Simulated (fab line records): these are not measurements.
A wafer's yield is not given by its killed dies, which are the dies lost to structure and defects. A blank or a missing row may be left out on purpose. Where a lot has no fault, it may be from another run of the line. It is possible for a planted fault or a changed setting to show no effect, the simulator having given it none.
Lot-split experiment | flow n5Finfet | 21 wafers read across 7 lots, on a route 1938 steps long

## ABOUT THE SPLIT
At N5_PASSIVATION_ETCH_54 (etches SiO2 in CHF3/O2, target depth 880 nm, time 440 s), the setting biasW was moved away from the recipe's 170 W on 10 of the 21 wafers read, by -17.9% to +16.2%. For the rest of the wafers, this setting stayed at what the recipe calls for.

Reading taken at the split's own step.

## THE READING
rfVppV, in V, at N5_PASSIVATION_ETCH_54 (etches SiO2 in CHF3/O2, target depth 880 nm, time 440 s). Typical for fault-free wafers on this fab line: 521 V, with standard deviation 4 V.

wafer  | tool, chamber at the split | biasW as run, W | against the recipe | rfVppV, V | against lot-mates on the recipe
L075.1 | rieDiel-05, 3              | 141.6           | -16.7%             | 444       | -75
L075.2 | rieDiel-05, 2              | 170             | recipe             | 519       | -
L075.5 | rieDiel-05, 0              | 170             | recipe             | 519       | -
L080.2 | rieDiel-06, 2              | 197.6           | +16.2%             | 585       | +59
L080.5 | rieDiel-06, 0              | 170             | recipe             | 526       | -
L080.6 | rieDiel-06, 3              | 197.6           | +16.2%             | 596       | +70
L081.1 | rieDiel-03, 0              | 170             | recipe             | 514       | -
L081.3 | rieDiel-03, 2              | 170             | recipe             | 524       | -
L081.5 | rieDiel-03, 0              | 170             | recipe             | 512       | -
L084.1 | rieDiel-03, 1              | 144.6           | -14.9%             | 456       | -55
L084.2 | rieDiel-03, 0              | 170             | recipe             | 511       | -
L084.3 | rieDiel-03, 3              | 144.6           | -14.9%             | 457       | -54
L088.2 | rieDiel-03, 1              | 170             | recipe             | 520       | -
L088.3 | rieDiel-03, 3              | 170             | recipe             | 523       | -
L088.5 | rieDiel-03, 2              | 170             | recipe             | 522       | -
L096.1 | rieDiel-06, 3              | 196             | +15.3%             | 593       | no lot-mate on the recipe
L096.2 | rieDiel-06, 0              | 196             | +15.3%             | 589       | no lot-mate on the recipe
L096.3 | rieDiel-06, 2              | 196             | +15.3%             | 582       | no lot-mate on the recipe
L092.1 | rieDiel-03, 1              | 170             | recipe             | 521       | -
L092.4 | rieDiel-03, 2              | 139.6           | -17.9%             | 446       | -75
L092.5 | rieDiel-03, 2              | 139.6           | -17.9%             | 447       | -74

THE FIT
A straight line over all 21 wafers: rfVppV changes by +4.32 V for each +1% of biasW; r = +1.00; the points scatter about the line by 4.7 V.
The same after taking each lot's own level away (the mean of its wafers on the recipe; 18 wafers): +4.03 V for each +1%; r = +1.00; scatter 4.2 V.
That fit puts the effect of the largest move of biasW on the reading at 72 V.
The lots' own levels span 511.0 to 526.0 V, that is 3.8 times the standard deviation above.
The two slopes are in agreement: the lot-to-lot level therefore moves the slope only a little.
Check: -71.7 V against its lot-mates is what the line predicts for one of the wafers moved furthest among these (-17.9%) when that wafer is left out of the fit. Against them it came out at -75 V.
Tool readings at the split's step, against how far the setting was moved: rfVppV r = +1.00.

## OTHER SPLITS APPLIED TO THESE WAFERS
These wafers also went through other splits before the reading. Each is held against what the fit with the lots' levels taken away leaves over:
other split on the same wafers     | wafers away from the commonest value | r with rfVppV (lot level and that fit taken away)
N5_BEOL_M11_TRENCH_ETCH_37 sourceW | 7                                    | +0.12
N5_BEOL_M12_SPUTTER_44 timeS       | 6                                    | +0.35
N5_BEOL_M12_DEP_53 timeS           | 4                                    | +0.26
N5_BEOL_M14_DEP_53 timeS           | 8                                    | -0.30
N5_BEOL_M15_ILD_DEP_00 timeS       | 3                                    | -0.32
N5_MIM_BOT_LITHO_EXPOSE_05 doseMj  | 10                                   | -0.44

## THE FILE'S OWN FIT
rfVppV changes by +4.1 V for each +1% of biasW, r = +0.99.
